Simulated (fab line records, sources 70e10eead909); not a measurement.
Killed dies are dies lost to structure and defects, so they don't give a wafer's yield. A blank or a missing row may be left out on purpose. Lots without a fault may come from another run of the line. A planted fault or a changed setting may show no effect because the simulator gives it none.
Which tool did it? | flow nand_harc | 24 lots, 72 wafers sampled, at 6 steps of a route of 1302

WHAT THE GAUGES READ, wafer by wafer
NHARC_A_CHANNEL_HOLE_D1_OVL_MEAS_11. Usual: overlay_x_nm 0.0 nm, standard deviation 0.98; overlay_y_nm -0.1 nm, standard deviation 0.96.
lot  | measured     | on         | overlay_x_nm (nm) | overlay_y_nm (nm) | flag
L074 | day 8 10:40  | overlay-01 | 1.0 -0.1 0.5      | 0.6 0.2 0.2       |
L075 | day 9 02:02  | overlay-02 | -0.1 -0.1 0.4     | 0.0 1.2 0.4       |
L076 | day 9 11:04  | overlay-01 | -0.6 -0.6 -0.8    | -0.3 -0.2 -0.7    |
L077 | day 9 14:35  | overlay-02 | -1.3 -0.5 -0.6    | -0.2 -0.6 0.3     |
L078 | day 9 23:12  | overlay-01 | -1.1 -0.8 -0.8    | -0.1 -0.2 -0.1    |
L079 | day 10 09:58 | overlay-01 | 1.2 1.3 1.6       | 1.4 1.7 1.7       |
L080 | day 11 02:02 | overlay-02 | 0.0 0.1 0.1       | -0.8 -0.6 -1.2    |
L081 | day 11 02:11 | overlay-01 | 0.1 0.0 0.0       | -1.3 -0.7 -1.4    |
L082 | day 12 01:11 | overlay-01 | 0.8 0.9 1.0       | 0.3 0.0 0.1       |
L083 | day 12 12:29 | overlay-02 | -0.2 0.3 0.6      | 1.0 1.4 1.0       |
L084 | day 12 13:08 | overlay-02 | 0.5 1.1 1.0       | 0.4 0.2 0.2       |
L085 | day 13 03:56 | overlay-02 | -1.1 -0.5 -1.0    | 1.1 1.3 1.2       |
L086 | day 13 06:06 | overlay-01 | -1.9 -1.7 -2.1    | -0.3 -0.9 -0.5    |
L087 | day 13 16:03 | overlay-01 | 1.2 1.3 1.2       | 0.3 0.0 -0.4      |
L089 | day 14 13:17 | overlay-02 | -0.9 -0.7 -1.2    | -0.8 -1.4 -1.2    |
L088 | day 14 14:32 | overlay-02 | -1.5 -0.2 -0.9    | -2.2 -2.0 -1.2    |
L090 | day 15 03:44 | overlay-02 | -2.5 -1.6 -1.9    | 1.4 1.4 1.4       |
L091 | day 15 05:39 | overlay-01 | -0.1 0.6 0.3      | 0.9 0.5 1.1       |
L092 | day 15 20:26 | overlay-02 | 0.5 -0.2 0.1      | -0.7 -1.4 -0.9    |
L093 | day 16 06:13 | overlay-02 | -0.6 -0.2 -0.4    | -1.0 -1.3 -1.2    |
L095 | day 17 00:59 | overlay-01 | 0.0 -0.2 0.1      | 0.7 0.7 0.5       |
L094 | day 17 14:58 | overlay-02 | 0.0 0.2 0.5       | -0.8 -0.9 -0.4    |
L096 | day 18 02:13 | overlay-02 | 0.3 0.6 0.1       | -1.3 -1.0 -0.3    |
L097 | day 18 01:26 | overlay-01 | 1.9 1.1 1.5       | -0.4 -0.2 0.4     |

NHARC_A_ONON_D2_THK_MEAS_08: measures by ellipsometry. Usual: thk_nm 1002 nm, standard deviation 9.2.
lot  | measured     | on            | thk_nm (nm)    | flag
L074 | day 12 07:57 | film_metro-02 | 1000 999 1000  |
L075 | day 13 06:50 | film_metro-01 | 994 993 993    |
L076 | day 13 04:02 | film_metro-02 | 994 994 994    |
L077 | day 13 04:04 | film_metro-02 | 1011 1011 1010 |
L078 | day 14 00:19 | film_metro-01 | 1008 1010 1010 |
L079 | day 14 07:35 | film_metro-01 | 986 986 986    |
L080 | day 14 23:29 | film_metro-02 | 1009 1010 1009 |
L081 | day 14 23:30 | film_metro-01 | 997 997 997    |
L082 | day 15 21:56 | film_metro-01 | 1010 1009 1008 |
L083 | day 16 13:29 | film_metro-02 | 998 1000 999   |
L084 | day 16 13:40 | film_metro-02 | 995 994 994    |
L085 | day 17 02:58 | film_metro-01 | 1025 1026 1026 |
L086 | day 17 02:52 | film_metro-01 | 998 998 998    |
L087 | day 17 11:50 | film_metro-01 | 998 997 996    |
L089 | day 18 07:03 | film_metro-02 | 1009 1011 1012 |
L088 | day 18 07:14 | film_metro-02 | 1005 1005 1005 |
L090 | day 19 05:54 | film_metro-01 | 1009 1006 1008 |
L091 | day 19 05:52 | film_metro-02 | 1007 1010 1008 |
L092 | day 20 05:27 | film_metro-01 | 1016 1017 1019 |
L093 | day 20 05:32 | film_metro-01 | 992 992 991    |
L095 | day 20 21:40 | film_metro-02 | 997 997 996    |
L094 | day 21 20:50 | film_metro-01 | 997 997 995    |
L096 | day 22 07:19 | film_metro-02 | 1004 1006 1003 |
L097 | day 22 07:31 | film_metro-01 | 994 996 995    |

WHICH TOOL RAN EACH LOT (tool, then ch and the chambers of the sampled wafers, then the start)
lot  | NHARC_P_BONDPAD_DEGAS_25     | NHARC_P_BONDPAD_PRE_CLEAN_26            | NHARC_A_CHANNEL_HOLE_D1_ETCH_21  | NHARC_A_CHANNEL_FILL_D1_ETCHBACK_08
L074 | pvd_sputter-02, day 6 14:46  | pvd_sputter-02, day 8 10:40 or earlier  | har_etch-01 ch 0,1, day 8 12:41  | rie_diel-10 ch 0,1,2, day 12 07:57 or earlier
L075 | pvd_sputter-02, day 7 06:41  | pvd_sputter-02, day 9 02:02 or earlier  | har_etch-02 ch 0,1, day 9 03:44  | rie_diel-09 ch 1,2,3, day 13 06:50 or earlier
L076 | pvd_sputter-02, day 7 14:06  | pvd_sputter-02, day 9 11:04 or earlier  | har_etch-01 ch 0,1, day 9 12:57  | rie_diel-09 ch 0,2,3, day 13 04:02 or earlier
L077 | pvd_sputter-02, day 7 19:59  | pvd_sputter-02, day 9 14:35 or earlier  | har_etch-02 ch 0,1, day 9 16:17  | rie_diel-07 ch 2,3, day 13 04:04 or earlier
L078 | pvd_sputter-01, day 8 05:26  | pvd_sputter-01, day 9 23:12 or earlier  | har_etch-02 ch 0,1, day 10 00:58 | rie_diel-09 ch 0,1, day 14 00:19 or earlier
L079 | pvd_sputter-02, day 8 11:54  | pvd_sputter-02, day 10 09:58 or earlier | har_etch-01 ch 0,1, day 10 11:44 | rie_diel-10 ch 0,1,2, day 14 07:35 or earlier
L080 | pvd_sputter-02, day 9 03:22  | pvd_sputter-02, day 11 02:02 or earlier | har_etch-02 ch 0,1, day 11 03:47 | rie_diel-09 ch 1,2, day 14 23:29 or earlier
L081 | pvd_sputter-01, day 9 12:13  | pvd_sputter-01, day 11 02:11 or earlier | har_etch-01 ch 0,1, day 11 04:10 | rie_diel-10 ch 2,3, day 14 23:30 or earlier
L082 | pvd_sputter-01, day 10 04:37 | pvd_sputter-01, day 12 01:11 or earlier | har_etch-01 ch 0,1, day 12 03:37 | rie_diel-09 ch 1,3, day 15 21:56 or earlier
L083 | pvd_sputter-02, day 10 19:58 | pvd_sputter-02, day 12 12:29 or earlier | har_etch-02 ch 0,1, day 12 15:24 | rie_diel-10 ch 1,2, day 16 13:29 or earlier
L084 | pvd_sputter-02, day 10 20:41 | pvd_sputter-02, day 12 13:08 or earlier | har_etch-01 ch 0,1, day 12 15:28 | rie_diel-07 ch 0,2, day 16 13:40 or earlier
L085 | pvd_sputter-02, day 11 06:23 | pvd_sputter-02, day 13 03:56 or earlier | har_etch-02 ch 0,1, day 13 05:46 | rie_diel-07 ch 1,2, day 17 02:58 or earlier
L086 | pvd_sputter-01, day 11 12:39 | pvd_sputter-01, day 13 06:06 or earlier | har_etch-01 ch 0, day 13 08:31   | rie_diel-10 ch 0,3, day 17 02:52 or earlier
L087 | pvd_sputter-01, day 11 22:04 | pvd_sputter-01, day 13 16:03 or earlier | har_etch-02 ch 0,1, day 13 17:45 | rie_diel-10 ch 0,1,3, day 17 11:50 or earlier
L089 | pvd_sputter-01, day 12 16:59 | pvd_sputter-01, day 14 13:17 or earlier | har_etch-02 ch 0,1, day 14 15:15 | rie_diel-09 ch 1,2,3, day 18 07:03 or earlier
L088 | pvd_sputter-01, day 12 17:40 | pvd_sputter-01, day 14 14:32 or earlier | har_etch-01 ch 0,1, day 14 16:16 | rie_diel-10 ch 1,2,3, day 18 07:14 or earlier
L090 | pvd_sputter-02, day 13 10:40 | pvd_sputter-02, day 15 03:44 or earlier | har_etch-02 ch 1, day 15 06:19   | rie_diel-10 ch 1,2,3, day 19 05:54 or earlier
L091 | pvd_sputter-01, day 13 11:58 | pvd_sputter-01, day 15 05:39 or earlier | har_etch-01 ch 0,1, day 15 10:44 | rie_diel-07 ch 1,2,3, day 19 05:52 or earlier
L092 | pvd_sputter-02, day 14 00:25 | pvd_sputter-02, day 15 20:26 or earlier | har_etch-01 ch 0,1, day 16 02:43 | rie_diel-09 ch 0,1, day 20 05:27 or earlier
L093 | pvd_sputter-01, day 14 13:05 | pvd_sputter-01, day 16 06:13 or earlier | har_etch-02 ch 0,1, day 16 08:00 | rie_diel-10 ch 0,2, day 20 05:32 or earlier
L095 | pvd_sputter-02, day 15 06:16 | pvd_sputter-02, day 17 00:59 or earlier | har_etch-01 ch 0,1, day 17 02:43 | rie_diel-10 ch 0,1,2, day 20 21:40 or earlier
L094 | pvd_sputter-02, day 15 17:22 | pvd_sputter-02, day 17 14:58 or earlier | har_etch-02 ch 0,1, day 17 16:44 | rie_diel-09 ch 1,2, day 21 20:50 or earlier
L096 | pvd_sputter-03, day 15 23:44 | pvd_sputter-03, day 18 02:13 or earlier | har_etch-02 ch 0,1, day 18 05:19 | rie_diel-10 ch 0,2,3, day 22 07:19 or earlier
L097 | pvd_sputter-02, day 16 00:20 | pvd_sputter-02, day 18 01:26 or earlier | har_etch-01 ch 0,1, day 18 04:26 | rie_diel-09 ch 0,2,3, day 22 07:31 or earlier
- NHARC_P_BONDPAD_DEGAS_25: time 60 s.
- NHARC_P_BONDPAD_PRE_CLEAN_26: time 30 s.
- NHARC_A_CHANNEL_HOLE_D1_ETCH_21: etches the open film in C4F8/O2/Ar, time 514.3 s, target depth 1600 nm.
- NHARC_A_CHANNEL_FILL_D1_ETCHBACK_08: etches the open film in C4F8, target depth 220 nm, time 110 s.

WHAT THE TOOLS THEMSELVES READ (means of the sampled wafers that have a number; where no wafer has one, the mark that the record gives instead)
NHARC_P_BONDPAD_DEGAS_25. Usual: heater_power_w 450 W, standard deviation 35.
lot  | tool           | heater_power_w (W) | flag
L074 | pvd_sputter-02 | 467                |
L075 | pvd_sputter-02 | 426                |
L076 | pvd_sputter-02 | 444                |
L077 | pvd_sputter-02 | 464                |
L078 | pvd_sputter-01 | 474                |
L079 | pvd_sputter-02 | 435                |
L080 | pvd_sputter-02 | 413                |
L081 | pvd_sputter-01 | 458                |
L082 | pvd_sputter-01 | 470                |
L083 | pvd_sputter-02 | 463                |
L084 | pvd_sputter-02 | 432                |
L085 | pvd_sputter-02 | 414                |
L086 | pvd_sputter-01 | 483                |
L087 | pvd_sputter-01 | 478                |
L089 | pvd_sputter-01 | 471                |
L088 | pvd_sputter-01 | 454                |
L090 | pvd_sputter-02 | 408                |
L091 | pvd_sputter-01 | 467                |
L092 | pvd_sputter-02 | 439                |
L093 | pvd_sputter-01 | 447                |
L095 | pvd_sputter-02 | 432                |
L094 | pvd_sputter-02 | 427                |
L096 | pvd_sputter-03 | 426                |
L097 | pvd_sputter-02 | 434                |

NHARC_P_BONDPAD_PRE_CLEAN_26. Usual: heater_power_w 395 W, standard deviation 29.
lot  | tool           | heater_power_w (W) | flag
L074 | pvd_sputter-02 | 389                |
L075 | pvd_sputter-02 | 387                |
L076 | pvd_sputter-02 | 403                |
L077 | pvd_sputter-02 | 389                |
L078 | pvd_sputter-01 | 423                |
L079 | pvd_sputter-02 | 405                |
L080 | pvd_sputter-02 | 402                |
L081 | pvd_sputter-01 | 395                |
L082 | pvd_sputter-01 | 407                |
L083 | pvd_sputter-02 | 389                |
L084 | pvd_sputter-02 | 399                |
L085 | pvd_sputter-02 | 389                |
L086 | pvd_sputter-01 | 413                |
L087 | pvd_sputter-01 | 398                |
L089 | pvd_sputter-01 | 406                |
L088 | pvd_sputter-01 | 418                |
L090 | pvd_sputter-02 | 390                |
L091 | pvd_sputter-01 | 396                |
L092 | pvd_sputter-02 | 411                |
L093 | pvd_sputter-01 | 401                |
L095 | pvd_sputter-02 | 383                |
L094 | pvd_sputter-02 | 401                |
L096 | pvd_sputter-03 | 398                |
L097 | pvd_sputter-02 | 373                |

NHARC_A_CHANNEL_HOLE_D1_ETCH_21. Usual: drypump_motor_current_A 5.82 A, standard deviation 0.13; showerhead_plenum_p_Torr 3.65 Torr, standard deviation 0.18; throttle_valve_pct 32.155 %, standard deviation 0.0091.
lot  | tool        | drypump_motor_current_A (A) | showerhead_plenum_p_Torr (Torr) | throttle_valve_pct (%) | flag
L074 | har_etch-01 | 5.87                        | 3.70                            | 32.155                 |
L075 | har_etch-02 | 5.81                        | 3.42                            | 32.156                 |
L076 | har_etch-01 | 5.91                        | 3.65                            | 32.154                 |
L077 | har_etch-02 | 5.72                        | 3.42                            | 32.157                 |
L078 | har_etch-02 | 5.79                        | 3.42                            | 32.157                 |
L079 | har_etch-01 | 5.88                        | 3.68                            | 32.145                 |
L080 | har_etch-02 | 5.81                        | 3.41                            | 32.156                 |
L081 | har_etch-01 | 5.88                        | 3.68                            | 32.155                 |
L082 | har_etch-01 | 5.93                        | 3.63                            | 32.153                 |
L083 | har_etch-02 | 5.71                        | 3.76                            | 32.145                 |
L084 | har_etch-01 | 5.90                        | 3.63                            | 32.157                 |
L085 | har_etch-02 | 5.71                        | 3.75                            | 32.164                 |
L086 | har_etch-01 | 5.82                        | 3.70                            | 32.153                 |
L087 | har_etch-02 | 5.79                        | 3.57                            | 32.160                 |
L089 | har_etch-02 | 5.79                        | 3.57                            | 32.152                 |
L088 | har_etch-01 | 5.88                        | 3.65                            | 32.150                 |
L090 | har_etch-02 | 5.63                        | 3.91                            | 32.153                 |
L091 | har_etch-01 | 5.92                        | 3.61                            | 32.156                 |
L092 | har_etch-01 | 5.91                        | 3.60                            | 32.150                 |
L093 | har_etch-02 | 5.73                        | 3.91                            | 32.162                 |
L095 | har_etch-01 | 5.87                        | 3.63                            | 32.156                 |
L094 | har_etch-02 | 5.80                        | 3.91                            | 32.158                 |
L096 | har_etch-02 | 5.71                        | 3.90                            | 32.150                 |
L097 | har_etch-01 | 5.92                        | 3.58                            | 32.161                 |

NHARC_A_CHANNEL_FILL_D1_ETCHBACK_08. Usual: oes_product_au 0.96 a.u., standard deviation 0.035; rf_vpp_V 440.8 V, standard deviation 2.4.
lot  | tool        | oes_product_au (a.u.) | rf_vpp_V (V) | flag
L074 | rie_diel-10 | 0.99                  | 440.5        |
L075 | rie_diel-09 | 1.00                  | 439.8        |
L076 | rie_diel-09 | 0.96                  | 442.1        |
L077 | rie_diel-07 | 0.93                  | 444.5        |
L078 | rie_diel-09 | 0.93                  | 440.8        |
L079 | rie_diel-10 | 1.00                  | 439.8        |
L080 | rie_diel-09 | 0.93                  | 440.2        |
L081 | rie_diel-10 | 1.00                  | 437.6        |
L082 | rie_diel-09 | 1.00                  | 440.0        |
L083 | rie_diel-10 | 0.99                  | 439.5        |
L084 | rie_diel-07 | 0.93                  | 443.9        |
L085 | rie_diel-07 | 0.92                  | 441.9        |
L086 | rie_diel-10 | 0.93                  | 439.5        |
L087 | rie_diel-10 | 0.92                  | 440.5        |
L089 | rie_diel-09 | 0.92                  | 440.0        |
L088 | rie_diel-10 | 0.92                  | 440.1        |
L090 | rie_diel-10 | 0.93                  | 439.7        |
L091 | rie_diel-07 | 1.00                  | 442.2        |
L092 | rie_diel-09 | 1.00                  | 441.6        |
L093 | rie_diel-10 | 0.93                  | 439.0        |
L095 | rie_diel-10 | 1.00                  | 440.4        |
L094 | rie_diel-09 | 0.93                  | 440.0        |
L096 | rie_diel-10 | 0.92                  | 440.1        |
L097 | rie_diel-09 | 0.93                  | 441.4        |

THE ANSWER, worked out from the rows above alone
Rule: a lot is off if the mean of its wafers that have a number lies more than 3 standard deviations from the usual mean. A lot without any number at a reading at which 4 lots or more have one is off too. The other lots that the step has rows for count as sound. The gauges are gone through in route order, then the tools' own readings, and for those a lot's mean is taken as printed above. The first step at which some lot is off is used, and at that step the reading that is off furthest; a lot without a number counts as furthest.
No lot is off at any reading shown: from this, nothing can be told.

WHAT THE SIMULATOR HAD PUT IN
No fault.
